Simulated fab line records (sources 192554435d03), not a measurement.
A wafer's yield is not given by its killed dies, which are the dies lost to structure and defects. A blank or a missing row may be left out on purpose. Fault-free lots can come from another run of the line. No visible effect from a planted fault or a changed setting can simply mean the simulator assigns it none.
The tool behind it: which one? ; flow n5 finfet ; 10 lots, 30 wafers sampled, at 5 steps of a route of 1938

== WHAT EACH GAUGE READ, for each wafer ==
N5_BEOL_M2_THK_MEAS_01. Usual: M2_ILD_THK gives 79.1 nm (standard deviation 1.2).
lot;measured;on;M2_ILD_THK (nm);flag
L198;day 7 09:52;film metro-02;77.7 78.1 78.7;
L199;day 7 11:25;film metro-02;80.4 80.9 81.5;
L201;day 7 23:59;film metro-01;77.4 78.0 79.5;
L202;day 8 08:41;film metro-01;78.0 79.2 80.6;
L204;day 8 18:44;film metro-01;78.8 78.7 79.0;
L205;day 8 23:37;film metro-02;77.8 78.9 78.9;
L207;day 9 02:47;film metro-01;77.6 78.6 79.0;
L213;day 10 14:30;film metro-02;80.2 80.9 79.4;
L214;day 11 00:26;film metro-01;79.7 78.7 81.0;
L218;day 12 07:22;film metro-01;79.9 80.0 81.3;

N5_BEOL_M4_RC_MEAS_101. Usual: DIBL_N 36.7 mV/V, standard deviation 1.8; DIBL_P 37.0 mV/V, standard deviation 2.4; IOFF_N 0.17 nA/um, standard deviation 0.036; IOFF_P 0.22 nA/um, standard deviation 0.042; ION_N 673 uA/um, standard deviation 12; ION_P 462 uA/um, standard deviation 8.5; SS_N 71.7 mV/dec, standard deviation 0.62; SS_P 73.4 mV/dec, standard deviation 0.65; VT_N 250 mV, standard deviation 3.7; VT_P -250 mV, standard deviation 3.7.
lot;measured;on;DIBL_N (mV/V);DIBL_P (mV/V);IOFF_N (nA/um);IOFF_P (nA/um);ION_N (uA/um);ION_P (uA/um);SS_N (mV/dec);SS_P (mV/dec);VT_N (mV);VT_P (mV);flag
L198;day 9 03:59;prober-02;36.8 36.4 38.0;37.0 36.0 38.4;0.15 0.14 0.18;0.20 0.18 0.21;660 666 667;460 460 457;72.2 71.8 72.5;73.1 73.5 73.6;252 253 251;-253 -255 -253;
L199;day 9 19:53;prober-02;38.2 35.4 36.1;38.0 34.7 35.7;0.18 0.13 0.15;0.24 0.20 0.21;671 674 661;462 470 462;72.3 71.2 71.0;73.9 72.7 72.8;249 253 250;-246 -248 -251;
L201;day 9 12:34;prober-01;37.7 34.6 35.9;38.4 34.7 35.1;0.17 0.13 0.14;0.21 0.16 0.17;670 671 655;455 456 447;72.2 71.1 71.1;73.5 72.0 73.6;251 252 252;-253 -255 -254;
L202;day 10 17:13;prober-01;35.5 36.9 39.9;35.9 37.3 40.9;0.15 0.17 0.24;0.21 0.22 0.27;669 669 687;461 460 463;71.5 72.1 73.2;72.5 73.8 74.7;248 250 244;-252 -252 -250;
L204;day 10 17:46;prober-02;41.1 38.2 37.5;41.2 38.3 37.9;0.24 0.18 0.17;0.27 0.20 0.21;692 672 670;467 456 451;72.5 72.0 71.7;73.7 73.1 73.3;244 248 247;-251 -255 -251;
L205;day 10 21:43;prober-01;35.9 35.4 37.8;35.9 35.4 37.7;0.17 0.15 0.20;0.25 0.24 0.29;683 667 672;479 470 474;71.0 72.1 71.9;72.7 72.2 73.1;246 250 245;-243 -244 -243;
L207;day 10 21:02;prober-02;37.4 36.3 37.2;38.1 37.3 36.4;0.18 0.16 0.16;0.23 0.23 0.21;675 687 689;459 471 470;71.5 71.8 71.9;74.1 73.4 73.1;248 249 248;-251 -250 -250;
L213;day 12 18:59;prober-02;39.3 40.1 37.9;41.1 41.8 40.0;0.23 0.24 0.21;0.29 0.32 0.28;690 694 692;478 473 478;71.9 72.3 72.5;73.8 74.4 74.2;243 243 243;-244 -242 -242;
L214;day 12 23:07;prober-02;38.5 36.2 35.7;35.5 32.7 33.9;0.19 0.14 0.16;0.22 0.17 0.20;677 662 686;463 453 471;73.4 71.1 71.4;73.6 72.6 72.8;249 253 250;-246 -251 -249;
L218;day 14 18:44;prober-02;37.6 36.9 36.6;38.4 37.5 37.7;0.18 0.16 0.16;0.24 0.22 0.23;684 671 676;467 460 469;72.0 71.8 71.8;72.7 73.1 73.9;248 249 249;-250 -254 -251;

== TOOL THAT RAN EACH LOT (tool first, then ch and the chambers of the sampled wafers, then the start) ==
lot;N5_BEOL_M1_CMP_52;N5_BEOL_M1_CO_CAP_55;N5_BEOL_M2_EXPOSE_08
L198;cmp-04 ch 0,1,3, day 7 09:14;cvd co-02 ch 0,2, day 7 09:34;euv scanner-02 ch 0, day 7 11:23
L199;cmp-01 ch 0,1, day 7 10:46;cvd co-02 ch 0,1,2, day 7 11:06;euv scanner-01 ch 0, day 7 12:37
L201;cmp-03 ch 1,3, day 7 23:20;cvd co-01 ch 0,1,2, day 7 23:40;euv scanner-01 ch 0, day 8 00:28
L202;cmp-04 ch 0,1,3, day 8 07:39;cvd co-01 ch 1,2, day 8 08:22;euv scanner-02 ch 0, day 8 11:25
L204;cmp-04 ch 0,1,3, day 8 18:08;cvd co-01 ch 0,2, day 8 18:25;euv scanner-01 ch 0, day 8 20:15
L205;cmp-04 ch 0,3, day 8 22:52;cvd co-01 ch 1,2, day 8 23:16;euv scanner-02 ch 0, day 9 00:05
L207;cmp-03 ch 1,2,3, day 9 02:05;cvd co-01 ch 1,2, day 9 02:26;euv scanner-01 ch 0, day 9 03:32
L213;cmp-01 ch 0,1, day 10 13:33;cvd co-01 ch 0,1,2, day 10 14:09;euv scanner-02 ch 0, day 10 16:28
L214;cmp-01 ch 0,3, day 10 23:42;cvd co-01 ch 0,2, day 11 00:04;euv scanner-02 ch 0, day 11 01:01
L218;cmp-04 ch 0,1, day 12 06:39;cvd co-02 ch 0,1, day 12 07:03;euv scanner-02 ch 0, day 12 08:22
- N5_BEOL_M1_CMP_52: polishes, stops on SiOC, t overpolish 6.8 s, target thk 40 nm.
- N5_BEOL_M1_CO_CAP_55: material Co, precursor CCTBA/H2, target thk 2 nm, time 102.1 s.
- N5_BEOL_M2_EXPOSE_08: exposes mask M2.

== WHAT THE TOOLS THEMSELVES READ (means of the sampled wafers that have a number; where no wafer has one, the mark that the record gives instead) ==
N5_BEOL_M1_CMP_52. Usual: barrier field endpoint s 24.7 s, standard deviation 0.63; motor current A 6.3 A, standard deviation 0.65; overpolish run s 6.800 s, standard deviation 0.0091; time to endpoint s 62 s, standard deviation 3.5.
lot;tool;barrier field endpoint s (s);motor current A (A);overpolish run s (s);time to endpoint s (s);flag
L198;cmp-04;24.1;6.4;6.796;60;
L199;cmp-01;23.8;7.0;6.801;59;
L201;cmp-03;25.6;6.2;6.805;66;
L202;cmp-04;24.2;6.4;6.803;60;
L204;cmp-04;24.5;6.3;6.792;61;
L205;cmp-04;25.5;6.5;6.800;66;
L207;cmp-03;24.4;5.7;6.793;60;
L213;cmp-01;25.0;7.0;6.799;61;
L214;cmp-01;25.0;6.5;6.805;63;
L218;cmp-04;24.1;6.7;6.802;58;

N5_BEOL_M1_CO_CAP_55. Usual: chamber pressure Torr 30.01 Torr, standard deviation 0.071; heater power w 221 W, standard deviation 17; susceptor temp C 200.00 C, standard deviation 0.17.
lot;tool;chamber pressure Torr (Torr);heater power w (W);susceptor temp C (C);flag
L198;cvd co-02;30.03;226;200.14;
L199;cvd co-02;29.98;238;200.01;
L201;cvd co-01;30.04;211;200.10;
L202;cvd co-01;29.98;212;200.02;
L204;cvd co-01;30.01;202;199.78;
L205;cvd co-01;30.02;203;199.84;
L207;cvd co-01;30.01;209;199.83;
L213;cvd co-01;29.97;209;200.02;
L214;cvd co-01;30.03;211;200.15;
L218;cvd co-02;29.98;240;199.95;

N5_BEOL_M2_EXPOSE_08. Usual: exposure dose mJ cm2 41.52, standard deviation 0.24; stage msd nm 0.75 nm, standard deviation 0.048.
lot;tool;exposure dose mJ cm2;stage msd nm (nm);flag
L198;euv scanner-02;41.65;0.72;
L199;euv scanner-01;41.23;0.82;
L201;euv scanner-01;41.24;0.81;
L202;euv scanner-02;41.72;0.71;
L204;euv scanner-01;43.20;0.81;OFF
L205;euv scanner-02;41.68;0.71;
L207;euv scanner-01;42.74;0.81;OFF
L213;euv scanner-02;41.69;0.72;
L214;euv scanner-02;41.74;0.72;
L218;euv scanner-02;41.69;0.72;

== THE ANSWER, worked out from the rows above alone ==
Rule: lot off if the mean of its wafers having a number is beyond 3 standard deviations from the usual mean. A lot without any number at a reading at which 4 lots or more have one is off too. The other lots that the step has rows for count as sound. The gauges are gone through in route order, then the tools' own readings, and for those a lot's mean is taken as printed above. At the first step where some lot is off, the reading lying furthest off is the one used; lots without a number count as furthest.
Off: L204, L207 (N5_BEOL_M2_EXPOSE_08, exposure dose mJ cm2).
A tool fits if, at that step or a process step before it, it ran every lot that is off, and no sound lot after the first of them. One candidate fits, namely euv scanner-01 at N5_BEOL_M2_EXPOSE_08. Its last sound lot is L201 (day 8 00:28), its first lot that is off L204 (day 8 20:15): a fault that began between those two fits.
On the lots that are off, the tool's own readings at N5_BEOL_M2_EXPOSE_08 differ by more than 5 times the standard deviation of the sound lots' means, which bears it out; exposure dose mJ cm2 reads 42.97 there versus 41.58 on the sound lots.

== WHAT THE SIMULATOR PUT IN ==
Drift in process parameters on euv scanner-01 at N5_BEOL_M2_EXPOSE_08, starting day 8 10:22. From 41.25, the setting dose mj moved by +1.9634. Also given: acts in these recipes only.
Shown lots that were struck: L204, L207. The rule given above showed the same thing.
